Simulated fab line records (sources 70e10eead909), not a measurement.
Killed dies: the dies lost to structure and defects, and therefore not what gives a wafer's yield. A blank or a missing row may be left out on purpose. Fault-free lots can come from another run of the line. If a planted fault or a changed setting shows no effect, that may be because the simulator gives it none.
fab line records ; flow nandHarc
record: lots: 24; wafers: 72; lastDay: 34
route steps=1302 shown P_BONDPAD@370 A_ONON_D1@433 A_CHANNEL_HOLE_D1@469
lots untouched by any fault: they come from a run of this same line in which no faults occurred
startH: hours from the record's first day to the start of the lot's first wafer shown ; waitH: hours elapsed since this lot's preceding step ; " as in the row above ; L1.1+2: a single row standing in for several wafers ; - no value, or no start was given ; * or withheld: withheld ; < > ~ a bound
route shown NAME@n: NAME is a module with steps in the file, n the number in the route of the first one ; usual: mean and standard deviation over wafers with no fault ; same: alike in all rows ; chamber/n: place in a boat ; sites: the reading at each site ; _std_site: the values' standard deviation ; _edge_site: inner sites' mean taken away from outer sites' mean ; radiusMm: how far each site lies from the wafer's centre ; mask NAME#n: copy n ; behind: tool/chamber where the wafer was last shaped ; hold: reason for holding the lot/hours on hold/outcome of the hold ; device: the transistor (n, p or np) that didn't switch ; end of line: tests run on the same wafers once the route is complete ; a step given without rows: its recipe and nothing more ; killed: at the first sort, the dies lost to defects and structure; wafer yield is something else ; map: per-die view of a wafer (x killed, . not killed, _ where there is no die)
set.NAME: the setting as run; set.NAME@STEP: as run at that earlier step ; model.NAME: the simulator's own value behind a step, which no gauge read
one table for each step of the route and one row for each wafer, over a sample of lots
services: when a tool's chamber went out of use (startH, in hours from the record's first day, below 0 if earlier), for how many hours, and the reason
== steps ==
step: NHARC_P_BONDPAD_CD_MEAS_13
usual: cdNm: 499.9/1.4
lot.wafer;tool;chamber;startH;waitH;cdNm
L074.4;cdSem-02;-;134.92;-;499.5
L074.5;cdSem-02;-;134.92;-;497.2
L074.6;cdSem-02;-;134.92;-;501.8
L076.2;cdSem-01;-;151.61;-;499.6
L076.4;cdSem-01;-;151.61;-;501.4
L076.5;cdSem-01;-;151.61;-;501.6
L075.2;cdSem-03;-;151.80;-;501.7
L075.3;cdSem-03;-;151.80;-;497.0
L075.5;cdSem-03;-;151.80;-;498.6
L077.1;cdSem-01;-;161.10;-;498.8
L077.2;cdSem-01;-;161.10;-;502.1
L077.3;cdSem-01;-;161.10;-;499.8
L078.1;cdSem-02;-;173.77;-;499.5
L078.3;cdSem-02;-;173.77;-;498.7
L078.4;cdSem-02;-;173.77;-;498.2
L079.1;cdSem-02;-;183.30;-;500.5
L079.2;cdSem-02;-;183.30;-;499.4
L079.4;cdSem-02;-;183.30;-;498.8
L080.1;cdSem-02;-;191.93;-;499.4
L080.3;cdSem-02;-;191.93;-;499.6
L080.5;cdSem-02;-;191.93;-;499.0
L082.1;cdSem-01;-;210.52;-;499.9
L082.3;cdSem-01;-;210.52;-;500.5
L082.6;cdSem-01;-;210.52;-;500.4
L081.1;cdSem-02;-;211.19;-;500.2
L081.3;cdSem-02;-;211.19;-;500.1
L081.4;cdSem-02;-;211.19;-;501.2
L083.1;cdSem-02;-;225.23;-;500.5
L083.4;cdSem-02;-;225.23;-;500.2
L083.6;cdSem-02;-;225.23;-;500.0
L084.2;cdSem-01;-;233.60;-;499.7
L084.5;cdSem-01;-;233.60;-;500.6
L084.6;cdSem-01;-;233.60;-;500.1
L085.1;cdSem-01;-;242.28;-;500.3
L085.2;cdSem-01;-;242.28;-;498.9
L085.3;cdSem-01;-;242.28;-;498.6
L086.3;cdSem-03;-;252.30;-;501.2
L086.4;cdSem-03;-;252.30;-;501.4
L086.6;cdSem-03;-;252.30;-;499.5
L087.2;cdSem-03;-;265.51;-;498.3
L087.5;cdSem-03;-;265.51;-;497.5
L087.6;cdSem-03;-;265.51;-;497.4
L088.2;cdSem-01;-;283.48;-;498.6
L088.4;cdSem-01;-;283.48;-;500.4
L088.5;cdSem-01;-;283.48;-;499.8
L089.2;cdSem-03;-;284.31;-;501.4
L089.4;cdSem-03;-;284.31;-;501.4
L089.5;cdSem-03;-;284.31;-;501.8
L090.3;cdSem-03;-;296.77;-;503.0
L090.4;cdSem-03;-;296.77;-;502.0
L090.6;cdSem-03;-;296.77;-;503.2
L091.3;cdSem-02;-;310.50;-;499.8
L091.4;cdSem-02;-;310.50;-;500.1
L091.6;cdSem-02;-;310.50;-;500.2
L092.2;cdSem-01;-;311.76;-;499.3
L092.4;cdSem-01;-;311.76;-;498.9
L092.6;cdSem-01;-;311.76;-;498.1
L093.2;cdSem-03;-;320.19;-;496.3
L093.5;cdSem-03;-;320.19;-;499.8
L093.6;cdSem-03;-;320.19;-;500.5
L094.2;cdSem-03;-;334.96;-;499.1
L094.4;cdSem-03;-;334.96;-;500.1
L094.6;cdSem-03;-;334.96;-;500.9
L095.2;cdSem-02;-;346.52;-;501.4
L095.4;cdSem-02;-;346.52;-;497.8
L095.6;cdSem-02;-;346.52;-;500.6
L096.1;cdSem-03;-;361.76;-;500.7
L096.2;cdSem-03;-;361.76;-;499.7
L096.3;cdSem-03;-;361.76;-;501.4
L097.2;cdSem-03;-;367.84;-;500.5
L097.4;cdSem-03;-;367.84;-;499.2
L097.6;cdSem-03;-;367.84;-;500.1
step: NHARC_P_BONDPAD_PVD_17
recipe: targetThkA: 50; biasV: 168.6; powerW: 15000; chamberPressurePa: 0.12; timeS: 8.06; substrateTempC: 50; material: TaN
usual: throttleValvePct: 30.2/0.75
lot.wafer;tool;chamber;startH;waitH;throttleValvePct
L074.4;pvdSputter-02;-;-;-;30.1
L074.6;pvdSputter-02;-;-;-;29.9
L074.5;pvdSputter-02;-;-;-;30.3
L076.2;pvdSputter-01;-;-;-;30.0
L076.4;pvdSputter-01;-;-;-;31.1
L076.5;pvdSputter-01;-;-;-;30.8
L075.3;pvdSputter-03;-;-;-;28.2
L075.2;pvdSputter-03;-;-;-;31.4
L075.5;pvdSputter-03;-;-;-;28.1
L077.2;pvdSputter-02;-;-;-;30.3
L077.1;pvdSputter-02;-;-;-;29.1
L077.3;pvdSputter-02;-;-;-;29.3
L078.1;pvdSputter-01;-;-;-;30.9
L078.3;pvdSputter-01;-;-;-;29.9
L078.4;pvdSputter-01;-;-;-;31.0
L079.2;pvdSputter-01;-;-;-;29.7
L079.4;pvdSputter-01;-;-;-;30.0
L079.1;pvdSputter-01;-;-;-;31.0
L080.1;pvdSputter-02;-;-;-;29.4
L080.3;pvdSputter-02;-;-;-;29.3
L080.5;pvdSputter-02;-;-;-;29.1
L082.1;pvdSputter-02;-;-;-;29.1
L082.3;pvdSputter-02;-;-;-;29.3
L082.6;pvdSputter-02;-;-;-;30.3
L081.1;pvdSputter-01;-;-;-;30.1
L081.3;pvdSputter-01;-;-;-;31.1
L081.4;pvdSputter-01;-;-;-;29.9
L083.4;pvdSputter-02;-;-;-;29.9
L083.1;pvdSputter-02;-;-;-;29.2
L083.6;pvdSputter-02;-;-;-;30.4
L084.2;pvdSputter-02;-;-;-;29.4
L084.6;pvdSputter-02;-;-;-;30.3
L084.5;pvdSputter-02;-;-;-;29.1
L085.2;pvdSputter-03;-;-;-;31.1
L085.3;pvdSputter-03;-;-;-;30.2
L085.1;pvdSputter-03;-;-;-;31.1
L086.4;pvdSputter-02;-;-;-;29.2
L086.3;pvdSputter-02;-;-;-;29.2
L086.6;pvdSputter-02;-;-;-;29.4
L087.2;pvdSputter-01;-;-;-;31.3
L087.5;pvdSputter-01;-;-;-;31.4
L087.6;pvdSputter-01;-;-;-;30.0
L088.4;pvdSputter-01;-;-;-;30.7
L088.2;pvdSputter-01;-;-;-;30.7
L088.5;pvdSputter-01;-;-;-;30.9
L089.2;pvdSputter-01;-;-;-;30.2
L089.4;pvdSputter-01;-;-;-;30.4
L089.5;pvdSputter-01;-;-;-;30.1
L090.4;pvdSputter-03;-;-;-;30.8
L090.3;pvdSputter-03;-;-;-;28.7
L090.6;pvdSputter-03;-;-;-;30.9
L091.4;pvdSputter-01;-;-;-;30.5
L091.3;pvdSputter-01;-;-;-;31.4
L091.6;pvdSputter-01;-;-;-;30.5
L092.4;pvdSputter-02;-;-;-;29.0
L092.2;pvdSputter-02;-;-;-;30.0
L092.6;pvdSputter-02;-;-;-;29.8
L093.2;pvdSputter-03;-;-;-;30.6
L093.5;pvdSputter-03;-;-;-;30.5
L093.6;pvdSputter-03;-;-;-;30.2
L094.2;pvdSputter-03;-;-;-;30.2
L094.4;pvdSputter-03;-;-;-;28.9
L094.6;pvdSputter-03;-;-;-;31.2
L095.2;pvdSputter-01;-;-;-;30.5
L095.4;pvdSputter-01;-;-;-;30.0
L095.6;pvdSputter-01;-;-;-;30.5
L096.2;pvdSputter-01;-;-;-;30.3
L096.1;pvdSputter-01;-;-;-;30.6
L096.3;pvdSputter-01;-;-;-;31.5
L097.2;pvdSputter-01;-;-;-;30.4
L097.4;pvdSputter-01;-;-;-;31.5
L097.6;pvdSputter-01;-;-;-;31.6
step: NHARC_A_ONON_D1_THK_MEAS_14
recipe: thkMeasGauge: ellipsometry
usual: thkNm: 1000/8.8
lot.wafer;tool;chamber;startH;waitH;thkNm
L074.4;filmMetro-02;-;161.94;-;978
L074.5;filmMetro-02;-;161.94;-;980
L074.6;filmMetro-02;-;161.94;-;977
L075.2;filmMetro-01;-;180.35;-;1000
L075.3;filmMetro-01;-;180.35;-;1001
L075.5;filmMetro-01;-;180.35;-;1000
L076.2;filmMetro-02;-;180.36;-;996
L076.4;filmMetro-02;-;180.36;-;995
L076.5;filmMetro-02;-;180.36;-;996
L077.1;filmMetro-02;-;192.58;-;999
L077.2;filmMetro-02;-;192.58;-;1000
L077.3;filmMetro-02;-;192.58;-;998
L078.1;filmMetro-01;-;203.62;-;992
L078.3;filmMetro-01;-;203.62;-;992
L078.4;filmMetro-01;-;203.62;-;993
L079.1;filmMetro-01;-;210.90;-;1016
L079.2;filmMetro-01;-;210.90;-;1014
L079.4;filmMetro-01;-;210.90;-;1015
L080.1;filmMetro-02;-;219.57;-;1010
L080.3;filmMetro-02;-;219.57;-;1010
L080.5;filmMetro-02;-;219.57;-;1010
L082.1;filmMetro-02;-;238.60;-;994
L082.3;filmMetro-02;-;238.60;-;994
L082.6;filmMetro-02;-;238.60;-;995
L081.1;filmMetro-01;-;238.61;-;993
L081.3;filmMetro-01;-;238.61;-;992
L081.4;filmMetro-01;-;238.61;-;994
L083.1;filmMetro-02;-;254.96;-;1009
L083.4;filmMetro-02;-;254.96;-;1009
L083.6;filmMetro-02;-;254.96;-;1008
L084.2;filmMetro-01;-;261.29;-;998
L084.5;filmMetro-01;-;261.29;-;999
L084.6;filmMetro-01;-;261.29;-;998
L085.1;filmMetro-02;-;270.10;-;995
L085.2;filmMetro-02;-;270.10;-;996
L085.3;filmMetro-02;-;270.10;-;997
L086.3;filmMetro-01;-;279.74;-;992
L086.4;filmMetro-01;-;279.74;-;992
L086.6;filmMetro-01;-;279.74;-;992
L087.2;filmMetro-02;-;293.69;-;996
L087.5;filmMetro-02;-;293.69;-;995
L087.6;filmMetro-02;-;293.69;-;996
L089.2;filmMetro-01;-;312.00;-;1000
L089.4;filmMetro-01;-;312.00;-;1000
L089.5;filmMetro-01;-;312.00;-;1000
L088.2;filmMetro-02;-;312.00;-;1002
L088.4;filmMetro-02;-;312.00;-;1003
L088.5;filmMetro-02;-;312.00;-;1002
L090.3;filmMetro-01;-;328.99;-;997
L090.4;filmMetro-01;-;328.99;-;997
L090.6;filmMetro-01;-;328.99;-;996
L092.2;filmMetro-02;-;339.13;-;997
L092.4;filmMetro-02;-;339.13;-;999
L092.6;filmMetro-02;-;339.13;-;998
L091.3;filmMetro-01;-;339.14;-;1007
L091.4;filmMetro-01;-;339.14;-;1007
L091.6;filmMetro-01;-;339.14;-;1007
L093.2;filmMetro-02;-;349.02;-;1019
L093.5;filmMetro-02;-;349.02;-;1018
L093.6;filmMetro-02;-;349.02;-;1018
L094.2;filmMetro-02;-;367.00;-;1000
L094.4;filmMetro-02;-;367.00;-;1002
L094.6;filmMetro-02;-;367.00;-;1001
L095.2;filmMetro-01;-;375.93;-;1017
L095.4;filmMetro-01;-;375.93;-;1017
L095.6;filmMetro-01;-;375.93;-;1016
L096.1;filmMetro-02;-;392.74;-;995
L096.2;filmMetro-02;-;392.74;-;992
L096.3;filmMetro-02;-;392.74;-;993
L097.2;filmMetro-01;-;396.27;-;999
L097.4;filmMetro-01;-;396.27;-;998
L097.6;filmMetro-01;-;396.27;-;998
step: NHARC_A_ONON_D1_THK_MEAS_21
recipe: thkMeasGauge: ellipsometry
usual: thkNm: 1000/9.8
lot.wafer;tool;chamber;startH;waitH;thkNm
L074.4;filmMetro-01;-;170.59;-;1002
L074.5;filmMetro-01;-;170.59;-;1003
L074.6;filmMetro-01;-;170.59;-;1004
L076.2;filmMetro-01;-;189.40;-;999
L076.4;filmMetro-01;-;189.40;-;998
L076.5;filmMetro-01;-;189.40;-;1000
L075.2;filmMetro-02;-;189.63;-;982
L075.3;filmMetro-02;-;189.63;-;982
L075.5;filmMetro-02;-;189.63;-;982
L077.1;filmMetro-01;-;203.17;-;981
L077.2;filmMetro-01;-;203.17;-;981
L077.3;filmMetro-01;-;203.17;-;981
L078.1;filmMetro-02;-;213.26;-;986
L078.3;filmMetro-02;-;213.26;-;983
L078.4;filmMetro-02;-;213.26;-;984
L079.1;filmMetro-01;-;219.21;-;1015
L079.2;filmMetro-01;-;219.21;-;1017
L079.4;filmMetro-01;-;219.21;-;1017
L080.1;filmMetro-01;-;228.13;-;992
L080.3;filmMetro-01;-;228.13;-;994
L080.5;filmMetro-01;-;228.13;-;995
L081.1;filmMetro-02;-;250.53;-;987
L081.3;filmMetro-02;-;250.53;-;988
L081.4;filmMetro-02;-;250.53;-;986
L082.1;filmMetro-02;-;250.56;-;1013
L082.3;filmMetro-02;-;250.56;-;1012
L082.6;filmMetro-02;-;250.56;-;1013
L083.1;filmMetro-02;-;263.35;-;1009
L083.4;filmMetro-02;-;263.35;-;1010
L083.6;filmMetro-02;-;263.35;-;1009
L084.2;filmMetro-01;-;273.53;-;1006
L084.5;filmMetro-01;-;273.53;-;1008
L084.6;filmMetro-01;-;273.53;-;1006
L085.1;filmMetro-01;-;278.48;-;996
L085.2;filmMetro-01;-;278.48;-;997
L085.3;filmMetro-01;-;278.48;-;998
L086.3;filmMetro-02;-;288.09;-;1011
L086.4;filmMetro-02;-;288.09;-;1010
L086.6;filmMetro-02;-;288.09;-;1009
L087.2;filmMetro-02;-;303.79;-;1001
L087.5;filmMetro-02;-;303.79;-;999
L087.6;filmMetro-02;-;303.79;-;999
L088.2;filmMetro-02;-;321.46;-;999
L088.4;filmMetro-02;-;321.46;-;999
L088.5;filmMetro-02;-;321.46;-;1000
L089.2;filmMetro-01;-;321.81;-;1004
L089.4;filmMetro-01;-;321.81;-;1003
L089.5;filmMetro-01;-;321.81;-;1004
L090.3;filmMetro-01;-;337.79;-;1010
L090.4;filmMetro-01;-;337.79;-;1011
L090.6;filmMetro-01;-;337.79;-;1013
L091.3;filmMetro-02;-;348.54;-;1001
L091.4;filmMetro-02;-;348.54;-;1001
L091.6;filmMetro-02;-;348.54;-;1002
L092.2;filmMetro-01;-;348.55;-;1008
L092.4;filmMetro-01;-;348.55;-;1006
L092.6;filmMetro-01;-;348.55;-;1008
L093.2;filmMetro-02;-;360.15;-;1006
L093.5;filmMetro-02;-;360.15;-;1009
L093.6;filmMetro-02;-;360.15;-;1007
L094.2;filmMetro-01;-;377.18;-;1010
L094.4;filmMetro-01;-;377.18;-;1010
L094.6;filmMetro-01;-;377.18;-;1009
L095.2;filmMetro-01;-;384.27;-;989
L095.4;filmMetro-01;-;384.27;-;989
L095.6;filmMetro-01;-;384.27;-;990
L096.1;filmMetro-02;-;404.75;-;996
L096.2;filmMetro-02;-;404.75;-;997
L096.3;filmMetro-02;-;404.75;-;997
L097.2;filmMetro-01;-;404.75;-;992
L097.4;filmMetro-01;-;404.75;-;991
L097.6;filmMetro-01;-;404.75;-;993
step: NHARC_A_CHANNEL_HOLE_D1_ETCH_16
recipe: targetDepthA: 31000; overEtchFrac: 0.3; timeS: 806; ionEnergyEv: 150; o2FlowSccm: 400; cosFlowSccm: 20; arFlowSccm: 0; rfW: 500; biasW: 300; chemistry: O2/COS
usual: drypumpMotorCurrentA: 5.6/0.38; mfcArSccm: 0.006/0.01; oesProductAu: 1.000/0.0079; rfVppV: 314.0/2.1; showerheadPlenumPTorr: 3.11/0.15; throttleValvePct: 28.332/0.0092
lot.wafer;tool;chamber;startH;waitH;drypumpMotorCurrentA;mfcArSccm;oesProductAu;rfHoursCounterH;rfVppV;showerheadPlenumPTorr;throttleValvePct
L074.4;rieDiel-05;2;-;-;5.7;0;1.008;10;316.1;3.17;28.319
L074.6;rieDiel-05;0;-;-;5.0;0.003;1.012;-;317.1;3.32;28.325
L074.5;rieDiel-05;1;-;-;5.2;0.004;1.002;-;311.7;2.90;28.330
L076.2;rieDiel-05;3;-;-;5.8;0;0.987;11;313.7;3.10;28.335
L076.4;rieDiel-05;0;-;-;5.0;0.003;1.009;10;316.8;3.32;28.333
L076.5;rieDiel-05;0;-;-;5.0;0.003;1.009;-;316.2;3.32;28.317
L075.2;rieDiel-01;3;-;-;5.8;0;1.013;58;312.0;3.00;28.325
L075.3;rieDiel-01;0;-;-;5.4;0;0.998;55;314.6;3.10;28.321
L075.5;rieDiel-01;0;-;-;5.4;0;1.011;-;313.4;3.10;28.324
L077.3;rieDiel-06;0;-;-;5.2;0;1.008;26;312.2;2.99;28.335
L077.2;rieDiel-06;1;-;-;6.3;0.007;1.011;28;313.5;3.02;28.325
L077.1;rieDiel-06;2;-;-;6.1;0.003;1.012;27;316.6;3.33;28.341
L078.3;rieDiel-05;2;-;-;5.7;0;0.999;13;314.6;3.17;28.317
L078.1;rieDiel-05;3;-;-;5.8;0;0.988;13;313.0;3.10;28.337
L078.4;rieDiel-05;0;-;-;5.0;0.003;1.000;-;316.7;3.32;28.327
L079.1;rieDiel-05;3;-;-;5.8;0;0.998;14;313.7;3.10;28.329
L079.4;rieDiel-05;0;-;-;4.9;0.003;1.006;13;317.7;3.32;28.335
L079.2;rieDiel-05;1;-;-;5.2;0.004;1.003;12;310.4;2.90;28.326
L080.1;rieDiel-06;0;-;-;5.2;0;1.005;32;312.9;2.98;28.320
L080.3;rieDiel-06;2;-;-;6.2;0.003;0.992;33;318.2;3.32;28.337
L080.5;rieDiel-06;0;-;-;5.2;0;0.998;-;312.4;2.98;28.330
L081.1;rieDiel-06;2;-;-;6.2;0.003;1.008;39;316.8;3.32;28.338
L081.3;rieDiel-06;3;-;-;5.7;0.033;1.008;36;311.6;2.97;28.354
L081.4;rieDiel-06;0;-;-;5.3;0;0.989;37;312.0;2.98;28.336
L082.1;rieDiel-06;3;-;-;5.7;0.033;1.007;37;311.7;2.97;28.340
L082.3;rieDiel-06;0;-;-;5.2;0;0.990;38;311.9;2.98;28.332
L082.6;rieDiel-06;2;-;-;6.1;0.003;0.995;-;317.4;3.32;28.320
L083.1;rieDiel-01;3;-;-;5.9;0;1.003;20;312.1;2.99;28.321
L083.4;rieDiel-01;1;-;-;5.5;0.012;0.999;18;315.3;3.15;28.329
L083.6;rieDiel-01;3;-;-;5.9;0;1.005;-;311.4;2.99;28.336
L084.2;rieDiel-05;1;-;-;5.2;0.004;1.006;3;311.2;2.90;28.338
L084.6;rieDiel-05;3;-;-;5.8;0;1.003;-;313.4;3.10;28.331
L084.5;rieDiel-05;0;-;-;4.9;0.003;0.992;-;317.2;3.32;28.328
L085.2;rieDiel-05;1;-;-;5.2;0.004;0.998;3;311.5;2.90;28.348
L085.3;rieDiel-05;2;-;-;5.7;0;0.996;3;314.9;3.16;28.323
L085.1;rieDiel-05;3;-;-;5.7;0;0.993;3;312.1;3.10;28.326
L086.4;rieDiel-05;3;-;-;5.8;0;1.003;5;313.7;3.10;28.316
L086.3;rieDiel-05;0;-;-;4.9;0.003;0.996;5;317.5;3.32;28.331
L086.6;rieDiel-05;3;-;-;5.8;0;0.999;-;314.8;3.10;28.309
L087.2;rieDiel-05;1;-;-;5.2;0.004;1.000;5;310.1;2.90;28.341
L087.6;rieDiel-05;1;-;-;5.2;0.004;0.996;-;311.2;2.90;28.338
L087.5;rieDiel-05;2;-;-;5.7;0;1.007;-;314.4;3.16;28.336
L088.2;rieDiel-05;0;-;-;5.0;0.003;0.987;7;318.1;3.31;28.328
L088.4;rieDiel-05;1;-;-;5.2;0.004;0.995;7;311.3;2.90;28.322
L088.5;rieDiel-05;0;-;-;4.9;0.003;0.985;-;315.5;3.31;28.328
L089.4;rieDiel-06;0;-;-;5.2;0;0.996;5;314.1;2.97;28.341
L089.2;rieDiel-06;3;-;-;5.7;0.033;1.006;5;312.5;2.96;28.338
L089.5;rieDiel-06;0;-;-;5.3;0;0.988;-;312.9;2.97;28.330
L090.4;rieDiel-05;0;-;-;4.9;0.003;0.989;8;316.5;3.31;28.319
L090.3;rieDiel-05;1;-;-;5.2;0.004;0.991;8;311.7;2.90;28.345
L090.6;rieDiel-05;3;-;-;5.8;0;0.979;-;313.3;3.10;28.333
L091.4;rieDiel-05;0;-;-;4.9;0.003;1.017;9;315.7;3.31;28.353
L091.3;rieDiel-05;1;-;-;5.2;0.004;0.998;9;310.3;2.90;28.349
L091.6;rieDiel-05;2;-;-;5.7;0;0.996;-;314.2;3.16;28.341
L092.4;rieDiel-06;2;-;-;6.2;0.003;0.993;14;317.2;3.30;28.319
L092.2;rieDiel-06;3;-;-;5.6;0.033;1.012;13;313.2;2.96;28.347
L092.6;rieDiel-06;3;-;-;5.7;0.033;1.005;-;312.1;2.96;28.339
L093.2;rieDiel-01;0;-;-;5.4;0;0.997;53;314.2;3.07;28.340
L093.6;rieDiel-01;0;-;-;5.4;0;1.001;-;313.0;3.07;28.334
L093.5;rieDiel-01;1;-;-;5.4;0.012;0.992;-;314.8;3.13;28.323
L094.2;rieDiel-05;3;-;-;5.8;0;0.995;12;314.3;3.09;28.326
L094.4;rieDiel-05;1;-;-;5.2;0.004;1.010;11;310.0;2.90;28.331
L094.6;rieDiel-05;3;-;-;5.7;0;1.002;-;313.2;3.09;28.344
L095.2;rieDiel-01;1;-;-;5.5;0.012;1.003;0;315.0;3.13;28.328
L095.4;rieDiel-01;2;-;-;5.8;0.026;1.013;0;317.2;3.34;28.329
L095.6;rieDiel-01;2;-;-;5.8;0.026;1.006;-;316.6;3.34;28.339
L097.4;rieDiel-01;2;-;-;5.7;0.026;1.004;8;316.3;3.34;28.340
L097.2;rieDiel-01;3;-;-;5.9;0;0.993;9;312.5;2.96;28.333
L097.6;rieDiel-01;2;-;-;5.7;0.026;0.998;-;316.4;3.34;28.315
L096.1;rieDiel-06;2;-;-;6.2;0.003;0.987;34;315.3;3.29;28.329
L096.3;rieDiel-06;3;-;-;5.7;0.033;0.999;30;310.8;2.95;28.334
L096.2;rieDiel-06;0;-;-;5.2;0;0.997;33;310.8;2.96;28.341
step: NHARC_A_CHANNEL_HOLE_D1_ETCH_25
recipe: biasV: 5000; sourceW: withheld; pressureMtorr: 20; timeS: 1040.2; arFlowSccm: 375; c4f8FlowSccm: 93.8; o2FlowSccm: 31.2; tempC: -20; targetDepthA: 15000; chemistry: C4F8/O2/Ar
usual: drypumpMotorCurrentA: 5.4/0.37; mfcArSccm: 375.1/1.1; showerheadPlenumPTorr: 3.64/0.074; throttleValvePct: 32.237/0.0088
lot.wafer;tool;chamber;startH;waitH;drypumpMotorCurrentA;mfcArSccm;rfHoursCounterH;showerheadPlenumPTorr;throttleValvePct
L074.4;harEtch-01;1;185.44;0.7;4.9;375.1;-;3.72;32.223
L074.5;harEtch-01;1;185.44;0.7;4.9;373.3;-;3.72;32.249
L074.6;harEtch-01;0;185.44;0.7;5.8;374.8;-;3.57;32.226
L076.2;harEtch-02;0;202.08;0.7;5.8;378.2;305;3.66;32.235
L076.4;harEtch-02;0;202.08;0.7;5.7;375.6;-;3.66;32.230
L076.5;harEtch-02;1;202.08;0.7;5.3;374.7;-;3.76;32.237
L075.2;harEtch-01;0;203.94;0.7;5.8;376.4;102;3.56;32.236
L075.3;harEtch-01;0;203.94;0.7;5.8;376.5;-;3.56;32.230
L075.5;harEtch-01;0;203.94;0.7;5.8;377.1;-;3.56;32.244
L077.2;harEtch-01;1;212.70;0.6;4.9;374.0;106;3.72;32.233
L077.1;harEtch-01;0;212.70;0.6;5.8;375.1;106;3.56;32.224
L077.3;harEtch-01;0;212.70;0.6;5.8;375.3;-;3.56;32.238
L078.1;harEtch-01;0;222.71;0.7;5.8;374.4;110;3.56;32.251
L078.3;harEtch-01;1;222.71;0.7;4.9;375.9;-;3.71;32.245
L078.4;harEtch-01;0;222.71;0.7;5.8;377.5;-;3.56;32.226
L079.1;harEtch-02;0;232.76;0.6;5.7;376.4;320;3.66;32.229
L079.2;harEtch-02;1;232.76;0.6;5.3;372.5;320;3.75;32.240
L079.4;harEtch-02;0;232.76;0.6;5.7;376.6;-;3.66;32.236
L080.1;harEtch-01;0;238.37;0.6;5.8;375.0;121;3.55;32.230
L080.3;harEtch-01;0;238.37;0.6;5.8;373.4;-;3.55;32.247
L080.5;harEtch-01;0;238.37;0.6;5.8;374.1;-;3.55;32.222
L081.1;harEtch-01;0;262.57;0.6;5.8;374.7;133;3.54;32.223
L081.3;harEtch-01;0;262.57;0.6;5.9;374.8;-;3.54;32.244
L081.4;harEtch-01;1;262.57;0.6;4.9;374.8;-;3.70;32.238
L082.1;harEtch-02;1;266.55;0.7;5.3;375.8;339;3.74;32.239
L082.3;harEtch-02;1;266.55;0.7;5.3;375.2;-;3.74;32.252
L082.6;harEtch-02;0;266.55;0.7;5.7;375.5;-;3.65;32.228
L083.1;harEtch-01;1;274.36;0.6;4.9;375.1;144;3.70;32.247
L083.4;harEtch-01;0;274.36;0.6;5.8;375.0;-;3.54;32.230
L083.6;harEtch-01;0;274.36;0.6;5.8;377.5;-;3.54;32.244
L085.2;harEtch-01;1;287.92;0.6;4.9;375.2;152;3.69;32.244
L085.1;harEtch-01;0;287.92;0.6;5.8;376.3;152;3.53;32.239
L085.3;harEtch-01;1;287.92;0.6;4.9;375.0;-;3.69;32.228
L084.2;harEtch-02;0;289.59;1.3;5.8;375.6;-;3.64;32.234
L084.5;harEtch-02;0;289.59;1.3;5.8;379.0;-;3.64;32.245
L084.6;harEtch-02;0;289.59;1.3;5.8;376.4;-;3.64;32.244
L086.4;harEtch-02;1;297.48;0.7;5.3;374.6;-;3.73;32.238
L086.3;harEtch-02;0;297.48;0.7;5.7;375.7;-;3.63;32.234
L086.6;harEtch-02;0;297.48;0.7;5.7;374.5;-;3.63;32.241
L087.2;harEtch-01;1;316.51;0.6;4.9;376.1;171;3.68;32.223
L087.6;harEtch-01;1;316.51;0.6;4.9;376.4;-;3.68;32.235
L087.5;harEtch-01;0;316.51;0.6;5.8;375.2;-;3.52;32.230
L088.2;harEtch-02;1;331.01;0.7;5.3;375.4;362;3.73;32.227
L088.4;harEtch-02;1;331.01;0.7;5.3;376.0;-;3.72;32.230
L088.5;harEtch-02;1;331.01;0.7;5.3;375.8;-;3.72;32.237
L089.2;harEtch-02;0;335.04;0.6;5.7;375.8;381;3.62;32.232
L089.4;harEtch-02;1;335.04;0.6;5.3;372.8;-;3.72;32.230
L089.5;harEtch-02;1;335.04;0.6;5.3;375.0;-;3.72;32.235
L090.4;harEtch-02;1;349.38;0.7;5.3;374.5;-;3.72;32.256
L090.3;harEtch-02;0;349.38;0.7;5.7;373.7;-;3.62;32.245
L090.6;harEtch-02;1;349.38;0.7;5.3;375.1;-;3.72;32.241
L091.4;harEtch-01;1;359.45;0.7;4.9;375.8;-;3.67;32.249
L091.3;harEtch-01;0;359.45;0.7;5.8;375.6;-;3.51;32.246
L091.6;harEtch-01;0;359.45;0.7;5.8;376.5;-;3.51;32.249
L092.2;harEtch-02;0;361.46;0.6;5.7;375.2;400;3.61;32.227
L092.4;harEtch-02;1;361.46;0.6;5.2;375.7;-;3.71;32.241
L092.6;harEtch-02;0;361.46;0.6;5.7;375.4;-;3.61;32.246
L093.2;harEtch-02;0;369.32;0.6;5.7;375.5;404;3.61;32.242
L093.6;harEtch-02;0;369.32;0.6;5.7;374.6;-;3.61;32.251
L093.5;harEtch-02;1;369.32;0.6;5.3;374.8;-;3.71;32.235
L094.2;harEtch-01;0;390.52;1.2;5.8;374.1;213;3.50;32.230
L094.4;harEtch-01;1;390.52;1.2;4.9;375.1;-;3.66;32.242
L094.6;harEtch-01;1;390.52;1.2;4.9;374.7;-;3.66;32.235
L095.2;harEtch-02;0;397.38;0.7;5.7;374.2;3;3.61;32.230
L095.4;harEtch-02;0;397.38;0.7;5.8;374.8;-;3.61;32.240
L095.6;harEtch-02;1;397.38;0.7;5.3;374.3;-;3.71;32.228
L097.2;harEtch-02;1;414.12;0.6;5.3;374.8;14;3.70;32.246
L097.4;harEtch-02;0;414.12;0.6;5.7;375.9;-;3.60;32.253
L097.6;harEtch-02;0;414.12;0.6;5.7;374.3;-;3.60;32.241
L096.1;harEtch-01;0;415.06;0.6;5.8;375.4;232;3.49;32.224
L096.2;harEtch-01;1;415.06;0.6;4.9;375.7;232;3.65;32.238
L096.3;harEtch-01;1;415.06;0.6;4.9;375.1;-;3.65;32.246
== services ==
tool;chamber;startH;hours;kind
harEtch-01;-;112.30;2.6;repair
rieDiel-06;-;130.20;9.0;pm
pvdSputter-01;-;159.21;14.6;repair
pvdSputter-03;-;159.56;3.2;repair
rieDiel-06;-;168.56;0.6;repair
pvdSputter-03;-;176.46;10.0;pm
pvdSputter-01;-;178.68;1.8;repair
rieDiel-01;0;184.62;5.9;repair
rieDiel-01;-;207.04;9.0;pm
rieDiel-05;1;217.61;2.8;repair
rieDiel-01;-;220.11;1.7;repair
harEtch-01;-;224.21;2.2;repair
pvdSputter-01;-;226.00;10.0;pm
rieDiel-05;-;229.66;9.0;pm
rieDiel-01;-;237.82;0.8;repair
rieDiel-05;-;240.70;0.8;repair
rieDiel-06;1;260.18;18.7;repair
rieDiel-06;-;260.32;0.3;repair
pvdSputter-02;-;282.96;10.0;pm
rieDiel-06;-;307.20;9.0;pm
harEtch-01;-;354.24;1.8;repair
harEtch-02;-;377.00;17.0;pm
pvdSputter-01;-;404.00;10.0;pm
rieDiel-05;-;406.72;9.0;pm
== key ==
fault none
